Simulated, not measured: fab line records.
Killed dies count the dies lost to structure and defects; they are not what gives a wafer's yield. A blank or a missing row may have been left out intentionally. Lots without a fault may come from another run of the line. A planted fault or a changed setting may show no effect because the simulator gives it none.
A single fault, viewed from 2 desks	flow n5Finfet	what lay behind the numbers comes last; until then each desk has only its own

## AT THE TOOL OWNER'S DESK: aldMetal-04
The tool's own readings at N5_HKMG_FIN_ALD_79 (deposits TiN, target thk 1.5 nm, pulse time 1 s, purge time 3 s): means of the sampled wafers that have a number, for each lot that ran on this tool. A lot is out of limits, marked OUT, if its mean lies more than 4 standard deviations from the usual mean; the brackets give that distance.
Columns: A = heaterPowerW at N5_HKMG_FIN_ALD_79, usual 899 W; B = precursorPulseHeightRel at N5_HKMG_FIN_ALD_79, usual 1.002
lot	first seen here	A	B
L424	day 4 05:32	920	1.003
L431	day 5 20:41	942	0.997
L432	day 6 06:22	936	0.999
L443	day 9 00:14	933	0.983
L444	day 9 01:32	945	1.002
L447	day 10 00:49	926	1.011
Result from this desk: across the 6 lots, nothing is out of limits.

## METROLOGY DESK
What the gauges read for every lot (on any tool): the sampled wafers with a number, averaged. A lot is out of limits, marked OUT, if its mean lies more than 4 standard deviations from the usual mean; the brackets give that distance. Only the readings that lie furthest out on some lot appear, 7 of the 10 it has.
Columns: A = DIBL_N at N5_BEOL_M4_RC_MEAS_101, usual 35.9 mV/V; B = DIBL_P at N5_BEOL_M4_RC_MEAS_101, usual 35.9 mV/V; C = IOFF_N at N5_BEOL_M4_RC_MEAS_101, usual 0.155 nA/um; D = IOFF_P at N5_BEOL_M4_RC_MEAS_101, usual 0.201 nA/um; E = ION_N at N5_BEOL_M4_RC_MEAS_101, usual 672 uA/um; F = ION_P at N5_BEOL_M4_RC_MEAS_101, usual 460 uA/um; G = VT_P at N5_BEOL_M4_RC_MEAS_101, usual -251.6 mV
lot	first seen here	A	B	C	D	E	F	G
L424	day 8 02:14	36.6	37.0	0.165	0.225	673	461	-250.8
L431	day 10 00:45	34.4	34.1	0.135	0.151	669	448	-256.4
L432	day 10 08:11	37.5	37.8	0.189	0.206	679	458	-251.1
L435	day 11 08:32	33.8	36.3	0.149	0.208	671	465	-249.9
L437	day 11 08:53	37.3	35.6	0.161	0.229	675	465	-249.4
L439	day 12 10:29	36.5	37.6	0.166	0.242	680	474	-245.9
L444	day 12 22:28	38.4	39.1	0.198	0.247	684	465	-249.8
L443	day 12 22:56	36.1	37.3	0.162	0.210	675	461	-251.0
L447	day 13 23:38	34.7	33.7	0.128	0.184	657	455	-252.7
Result from this desk: across the 9 lots, nothing is out of limits.

## BROUGHT TOGETHER
The tool owner's desk saw nothing out of limits.
Nothing out of limits was seen by the metrology desk.

## WHAT THE SIMULATOR PUT IN
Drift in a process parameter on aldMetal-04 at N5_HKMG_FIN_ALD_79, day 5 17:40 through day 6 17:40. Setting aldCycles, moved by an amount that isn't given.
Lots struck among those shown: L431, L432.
